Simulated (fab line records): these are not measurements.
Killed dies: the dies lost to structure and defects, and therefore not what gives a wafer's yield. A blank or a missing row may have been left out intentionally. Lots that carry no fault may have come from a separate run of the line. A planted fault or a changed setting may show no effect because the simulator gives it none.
Struck lot and sound lot, side by side | flow n5_finfet | 40 steps out of a route of 1938
Sound: these wafers, L638.4, L638.5, L638.6. Wafers L647.2, L647.5, L647.6 were the ones struck. The cause is given at the end.
Per side, at each step with rows, come the tool, then ch with its chambers, and then its first start. Under that, the readings that differ: sound wafers | struck wafers | difference of the means | sigmas: that difference in standard deviations of wafers without a fault.
alike: readings with means less than 2 such deviations apart, plus words and numbers identical on both sides. not compared: withheld readings, readings lacking a value on some wafer, bounds such as >300 that could conceal the same value, and numbers that have no deviation in the record and whose values overlap.
The two part at a step that has a row with sigmas, a row that says differs or no value, or rows on one side only. Non-overlapping numbers with no deviation appear without sigmas and do not part them. A reading missing from all wafers of one side parts the sides only when that side holds two or more wafers.

first, 2 steps without rows for these wafers: N5_SDB_ETCH_18 (etches SOC in N2/H2, target depth 100 nm, overetch 20 nm, time 150 s); N5_SDB_STRIP_19 (strips in N2/H2).
N5_SDB_STRIP_21: strips in CF4.
  sound on rie_diel-02 ch 0,2,3, day 5 05:33; struck on rie_diel-02 ch 0,1,2, day 7 11:59
  alike: drypump_motor_current_A, oes_product_au, rf_vpp_V, showerhead_plenum_p_Torr, throttle_valve_pct
  not compared: rf_hours_counter_h
then, 5 steps without rows for these wafers: N5_SDB_HM_OPEN_20 (chemistry CH3F/O2, target SiNx, stops on poly-Si, target depth 24 nm); N5_SDB_STRIP_22 (strips in N2/H2); N5_SDB_PRECLEAN_23 (cleans in dHF, time 30 s); N5_SDB_DUMMY_REMOVE_24 (chemistry TMAH, target poly-Si, stops on SiO2, target depth 142 nm, time 57 s, rinse time 30 s); N5_SDB_ETCH_25 (etches SiO2 in C4F6/O2, target depth 10 nm, time 3.3 s).
N5_SDB_CUT_ETCH_26: etches Si in HBr/Cl2/O2, target depth 129.6 nm, bt time 20 s, time 51.8 s.
  sound on rie_si-03 ch 0,1, day 5 05:58; struck on rie_si-02 ch 0,2,3, day 7 12:23
  alike: drypump_motor_current_A, oes_product_au, throttle_valve_pct
  not compared: rf_hours_counter_h
then, 3 steps without rows for these wafers: N5_SDB_PRECLEAN_38 (cleans in dHF, time 10 s); N5_SDB_PRECLEAN_39 (cleans in O3/DIW, time 45 s); N5_SDB_SRD_28 (time 30 s).
N5_SDB_ALD_29: deposits SiNx, target thk 30 nm, pulse time 1 s, ald cycles 600.
  sound on ald_sin-02 ch 1,2,3, day 5 06:09; struck on ald_sin-02 ch 0,1, day 7 12:34
  alike: heater_power_w, precursor_pulse_height_rel
then, 1 step without rows for these wafers: N5_SDB_CMP_30 (polishes, stops on poly-Si, t overpolish 1.54 s, target thk 30 nm).
N5_SDB_THK_MEAS_31:
  struck on film_metro-02, day 7 15:36; sound on film_metro-02, day 5 09:11
  alike: SDB_THK
then, 8 steps without rows for these wafers: N5_DUMMY_REMOVAL_HM_STRIP_01 (strips SiNx in CH3F/O2, stops on poly-Si, target depth 4 nm, time 6.8 s); N5_DUMMY_REMOVAL_STRIP_10 (strips in N2/H2, time 40 s); N5_DUMMY_REMOVAL_PRECLEAN_07 (cleans in dHF, time 30 s); N5_DUMMY_REMOVAL_DUMMY_REMOVE_02 (chemistry TMAH, target poly-Si, stops on SiO2, target depth 142 nm, time 57 s, rinse time 30 s); N5_DUMMY_REMOVAL_PRECLEAN_08 (cleans in NF3:NH3, afs cycles 2, time 20 s, sublimation time 60 s); N5_DUMMY_REMOVAL_PRECLEAN_04 (cleans in DHF, time 37 s); N5_DUMMY_REMOVAL_SRD_05 (time 30 s); N5_HKMG_FIN_IL_REGROW_00 (material SiO2, chemistry O3, target thk 0.75 nm, time 30 s).
N5_HKMG_FIN_HK_ALD_01: deposits HfO2, target thk 1.6 nm, pulse time 3 s, purge time 3 s.
  sound on ald_hk-03 ch 2,3, day 5 09:49; struck on ald_hk-02 ch 0,2,3, day 7 16:20
  alike: precursor_pulse_height_rel
then, 2 steps without rows for these wafers: N5_HKMG_FIN_HK_ANNEAL_02 (time 30 s); N5_HKMG_FIN_ALD_74 (deposits La2O3, target thk 0.5 nm, pulse time 6 s, co reactant pulse time 1 s).
N5_HKMG_FIN_ALD_75: deposits Al2O3, target thk 1 nm, co reactant pulse time 1 s.
  sound on ald_hk-01 ch 1,2,3, day 5 10:20; struck on ald_hk-01 ch 0,2,3, day 7 16:49
  alike: heater_power_w, precursor_pulse_height_rel
then, 8 steps without rows for these wafers: N5_HKMG_FIN_COAT_41 (time 60 s, resist thk 300 nm); N5_HKMG_FIN_COAT_42 (time 60 s, resist thk 35 nm); N5_HKMG_FIN_COAT_43 (resist thk 90 nm); N5_HKMG_FIN_EBR_45; N5_HKMG_FIN_SOFTBAKE_44 (time 60 s); N5_HKMG_FIN_EXPOSE_46 (exposes mask NDIPOLE); N5_HKMG_FIN_PEB_47 (peb time 60 s); N5_HKMG_FIN_DEVELOP_48 (develop time 30 s).
N5_HKMG_FIN_CD_MEAS_49: target cd 202 nm.
  sound on cd_sem-01 ch 0, day 5 10:49; struck on cd_sem-03 ch 0, day 7 17:17
  reading    | sound             | struck            | difference | sigmas
  cd_nm (nm) | 199.0 200.9 200.4 | 204.7 202.6 203.8 | +3.6       | +3
N5_HKMG_FIN_OVL_MEAS_50:
  sound on overlay-02 ch 0, day 5 10:50; struck on overlay-01 ch 0, day 7 17:19
  alike: NDIPOLE_OVL
then, 1 step without rows for these wafers: N5_HKMG_FIN_DESCUM_53 (chemistry O2, time 7.9 s).
N5_HKMG_FIN_ETCH_54: etches SiARC in CF4, target depth 45.5 nm, time 75.8 s.
  sound on rie_diel-04 ch 0,2,3, day 5 11:00; struck on rie_diel-04 ch 0,1, day 7 17:37
  alike: drypump_motor_current_A, etch_rf_on_time_s, oes_product_au, rf_vpp_V, showerhead_plenum_p_Torr, throttle_valve_pct
  not compared: rf_hours_counter_h
-- here the record skips 8 days between the struck wafers' starts before and after, leaving off in module HKMG_FIN and picking up in module PASSIVATION (first step shown: number 1936 of the route) --
N5_PASSIVATION_PROBE_49:
  only the struck wafers here have rows in the record (prober-02, day 16 04:32); the sound ones have none

== WHERE THEY PART ==
At N5_HKMG_FIN_CD_MEAS_49 first; at N5_PASSIVATION_PROBE_49 last (within this record only).

WHY: what had been put in by the simulator
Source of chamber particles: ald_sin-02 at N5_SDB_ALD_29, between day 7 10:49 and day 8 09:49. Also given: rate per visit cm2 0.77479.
